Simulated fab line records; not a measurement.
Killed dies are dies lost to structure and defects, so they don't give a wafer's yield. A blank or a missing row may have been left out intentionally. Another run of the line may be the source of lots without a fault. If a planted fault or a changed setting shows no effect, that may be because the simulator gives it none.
Chamber matching ; flow nandHarc ; NHARC_A_STAIRCASE_ETCH_253 on rieDiel-06 has 4 sister chambers
The step etches the open film in C4F8/O2, target depth 50 nm, time 20.2 s. 4 wafers are shown with their chamber, then 9 later ones without.

WAFERS WITH THEIR CHAMBER
wafer;chamber;rfVppV (V)
L086.4;2;895
L089.5;0;893
L091.1;3;902
L091.5;1;902

WAFERS MISSING THEIR CHAMBER
wafer;rfVppV (V)
L092.1;902
L092.2;895
L092.4;902
L090.1;893
L090.2;903
L090.4;901
L095.2;902
L095.4;899
L095.5;902

EACH ONE'S CHAMBER
wafer;from the rows above;in truth
L092.1;can't be placed: 1 or 3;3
L092.2;can't be placed: 2 or 0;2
L092.4;can't be placed: 1 or 3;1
L090.1;can't be placed: 0 or 2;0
L090.2;can't be placed: 1 or 3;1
L090.4;can't be placed: 1 or 3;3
L095.2;can't be placed: 1 or 3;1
L095.4;can't be placed: 1 or 3 or 2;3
L095.5;can't be placed: 1 or 3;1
Placed correctly: 0 of 9. From these rows, 9 cannot be placed; in 9 the true chamber is one of the candidates. Wrongly placed: 0.
How it was worked out, from the rows above alone: a wafer's distance from a chamber is the root of the sum, over the readings, of the square of ((its reading less the chamber's mean) divided by the reading's scatter). The wafer belongs to the nearest chamber; if the next one is less than 2 further off, it can't be placed. The mean given for a chamber averages the wafers shown for that chamber. The scatter: root of mean squared gap, hidden wafer to nearest shown wafer, with one shown wafer a chamber.
